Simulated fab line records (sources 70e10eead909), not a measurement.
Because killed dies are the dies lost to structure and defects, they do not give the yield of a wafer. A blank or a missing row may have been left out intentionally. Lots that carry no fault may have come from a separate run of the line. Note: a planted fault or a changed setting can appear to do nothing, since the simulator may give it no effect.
Which tool is to blame? / flow nandHarc / route of 1302 steps, sampled at 1 step: 14 lots, 42 wafers

== WHAT EACH GAUGE READ, for each wafer ==
NHARC_P_ZERO_WELL_INSPECT_43. Usual: 14 for rawDefectCount, sd 6.5.
lot=L377; measured=day 2 04:20; on=defectInspect-01; rawDefectCount=7 11 16; flag=
lot=L379; measured=day 2 23:48; on=defectInspect-01; rawDefectCount=31 14 16; flag=
lot=L380; measured=day 3 10:35; on=defectInspect-01; rawDefectCount=14 13 14; flag=
lot=L382; measured=day 4 05:43; on=defectInspect-01; rawDefectCount=34 14 26; flag=
lot=L383; measured=day 4 15:33; on=defectInspect-02; rawDefectCount=2 4 8; flag=
lot=L384; measured=day 5 01:20; on=defectInspect-01; rawDefectCount=18 13 12; flag=
lot=L385; measured=day 5 17:01; on=defectInspect-02; rawDefectCount=13 8 19; flag=
lot=L388; measured=day 6 18:11; on=defectInspect-02; rawDefectCount=9 6 8; flag=
lot=L389; measured=day 7 03:47; on=defectInspect-01; rawDefectCount=4 8 23; flag=
lot=L391; measured=day 7 23:14; on=defectInspect-02; rawDefectCount=11 7 9; flag=
lot=L397; measured=day 10 12:04; on=defectInspect-01; rawDefectCount=20 20 11; flag=
lot=L398; measured=day 11 03:16; on=defectInspect-02; rawDefectCount=9 10 10; flag=
lot=L399; measured=day 11 07:36; on=defectInspect-02; rawDefectCount=14 12 19; flag=
lot=L400; measured=day 11 17:40; on=defectInspect-01; rawDefectCount=24 9 11; flag=

== EACH LOT AND THE TOOL THAT RAN IT (in order: tool; ch and the chambers of the sampled wafers; start) ==
The record shows no process step preceding these readings.

== WHAT THE TOOLS THEMSELVES READ (means of the sampled wafers that have a number; where no wafer has one, the mark that the record gives instead) ==
The record holds no such reading with a usual standard deviation.

== THE ANSWER, worked out from the rows above alone ==
Rule: a lot counts as off when the mean over its wafers that have a number is more than 3 standard deviations away from the usual mean. Also off: a lot with no number at a reading for which 4 or more lots have one. Any other lot the step has rows for is counted as sound. The gauges are gone through in route order, then the tools' own readings, and for those a lot's mean is taken as printed above. The first step at which some lot is off is used, and at that step the reading that is off furthest; a lot without a number counts as furthest.
Across all readings shown, no lot is off: no conclusion can be drawn from this.

== WHAT THE SIMULATOR HAD INSERTED ==
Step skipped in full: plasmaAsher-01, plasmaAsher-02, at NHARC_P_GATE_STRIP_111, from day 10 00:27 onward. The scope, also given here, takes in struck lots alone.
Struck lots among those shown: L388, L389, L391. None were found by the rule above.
